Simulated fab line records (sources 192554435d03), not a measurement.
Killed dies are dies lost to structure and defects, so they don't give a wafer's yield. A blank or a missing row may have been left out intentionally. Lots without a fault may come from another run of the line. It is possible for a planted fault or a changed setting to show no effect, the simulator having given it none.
What tool caused it?	flow n5-finfet	31 wafers from 11 lots sampled at 4 of the route's 1938 steps

== WHAT THE GAUGES READ, wafer by wafer ==
N5_BEOL_M5_RS_MEAS_57: the measuring method here is four-point-probe. Usual: for M5_RS the level is 0.391 ohm/sq and the standard deviation is 0.015.
lot	measured	on	M5_RS (ohm/sq)	flag
L308	day 9 19:50	film-metro-02	0.398 0.363 0.385	
L309	day 9 22:53	film-metro-01	0.419 0.392 0.406	
L311	day 10 12:04	film-metro-02	0.374 0.366 0.379	
L312	day 10 23:47	film-metro-01	0.395 0.407	
L313	day 11 06:40	film-metro-02	0.400 0.385	
L314	day 11 08:17	film-metro-01	0.398 0.394 0.411	
L322	day 13 07:14	film-metro-01	0.399 0.399 0.364	
L324	day 13 19:14	film-metro-02	0.411 0.403 0.411	
L325	day 14 03:31	film-metro-02	0.391 0.389 0.397	
L326	day 14 05:04	film-metro-02	0.383 0.391 0.366	
L327	day 14 12:30	film-metro-01	0.416 0.369 0.404	

== TOOL THAT RAN EACH LOT (tool first, then ch and the chambers of the sampled wafers, then the start) ==
lot	N5_BEOL_M5_ANNEAL_84	N5_BEOL_M5_ECD_50	N5_BEOL_M5_CMP_52
L308	pvd-sputter-03, day 9 16:38	ecd-cu-02 ch 0,1, day 9 18:52	cmp-04 ch 1,2,3, day 9 19:17
L309	pvd-sputter-02, day 9 19:44	ecd-cu-01 ch 0,1, day 9 21:56	cmp-03 ch 0,2,3, day 9 22:20
L311	pvd-sputter-03, day 10 07:48	ecd-cu-02 ch 0,1, day 10 10:01	cmp-04 ch 1,2,3, day 10 11:20
L312	pvd-sputter-02, day 10 20:32	ecd-cu-01 ch 0,1, day 10 22:46	cmp-04 ch 1,2, day 10 23:14
L313	pvd-sputter-03, day 11 03:31	ecd-cu-01 ch 0, day 11 05:43	cmp-02 ch 0,1, day 11 06:07
L314	pvd-sputter-02, day 11 05:08	ecd-cu-01 ch 0,1, day 11 07:20	cmp-04 ch 2,3, day 11 07:46
L322	pvd-sputter-02, day 13 04:05	ecd-cu-02 ch 0,1, day 13 06:17	cmp-03 ch 0,2,3, day 13 06:46
L324	pvd-sputter-01, day 13 16:05	ecd-cu-01 ch 1, day 13 18:17	cmp-02 ch 1,2,3, day 13 18:40
L325	pvd-sputter-03, day 14 00:10	ecd-cu-02 ch 0,1, day 14 02:23	cmp-03 ch 0,2,3, day 14 03:02
L326	pvd-sputter-02, day 14 01:55	ecd-cu-01 ch 0,1, day 14 04:08	cmp-02 ch 0,1,3, day 14 04:35
L327	pvd-sputter-02, day 14 08:59	ecd-cu-01 ch 0,1, day 14 11:13	cmp-02 ch 0,3, day 14 11:59
- N5_BEOL_M5_ANNEAL_84: time 1800 s.
- N5_BEOL_M5_ECD_50: material Cu, target thk 300 nm.
- N5_BEOL_M5_CMP_52: polishes, stops on SiCOH lowk, t overpolish 6.9 s, target thk 62 nm.

== WHAT THE TOOLS THEMSELVES READ (means of the sampled wafers that have a number; where no wafer has one, the mark that the record gives instead) ==
N5_BEOL_M5_ANNEAL_84. Usual: heater-power-w 812 W, standard deviation 100.
lot	tool	heater-power-w (W)	flag
L308	pvd-sputter-03	752	
L309	pvd-sputter-02	773	
L311	pvd-sputter-03	761	
L312	pvd-sputter-02	902	
L313	pvd-sputter-03	730	
L314	pvd-sputter-02	856	
L322	pvd-sputter-02	931	
L324	pvd-sputter-01	824	
L325	pvd-sputter-03	800	
L326	pvd-sputter-02	753	
L327	pvd-sputter-02	946	

N5_BEOL_M5_CMP_52. Usual: edge-zone-pressure-frac 1.000, standard deviation 0.0045; motor-current-A 6.1 A, standard deviation 0.53; slurry-flow-ml-min 150.0, standard deviation 0.5; time-to-endpoint-s 61.7 s, standard deviation 2.9.
lot	tool	edge-zone-pressure-frac	motor-current-A (A)	slurry-flow-ml-min	time-to-endpoint-s (s)	flag
L308	cmp-04	1.000	6.0	150.2	61.5	
L309	cmp-03	1.002	5.8	150.3	62.4	
L311	cmp-04	1.000	6.1	149.7	62.0	
L312	cmp-04	0.996	6.2	149.8	82.9	OFF
L313	cmp-02	1.002	6.6	149.9	78.0	OFF
L314	cmp-04	1.001	6.2	150.1	71.3	OFF
L322	cmp-03	1.001	5.8	150.0	61.8	
L324	cmp-02	1.000	6.1	149.7	60.4	
L325	cmp-03	1.000	5.8	149.7	65.5	
L326	cmp-02	0.998	6.3	149.8	57.3	
L327	cmp-02	0.998	6.0	150.1	60.9	

== THE ANSWER, worked out from the rows above alone ==
Rule: lot off if the mean of its wafers having a number is beyond 3 standard deviations from the usual mean. Also off: a lot with no number at a reading for which 4 or more lots have one. Any other lot the step has rows for is counted as sound. The gauges are gone through in route order, then the tools' own readings, and for those a lot's mean is taken as printed above. The first step at which some lot is off is used, and at that step the reading that is off furthest; a lot without a number counts as furthest.
Off at N5_BEOL_M5_CMP_52 (time-to-endpoint-s): L312, L313, L314.
A tool fits if, at that step or a process step before it, it ran every lot that is off, and no sound lot after the first of them. None of those tried fits.

== WHAT WAS PUT IN BY THE SIMULATOR ==
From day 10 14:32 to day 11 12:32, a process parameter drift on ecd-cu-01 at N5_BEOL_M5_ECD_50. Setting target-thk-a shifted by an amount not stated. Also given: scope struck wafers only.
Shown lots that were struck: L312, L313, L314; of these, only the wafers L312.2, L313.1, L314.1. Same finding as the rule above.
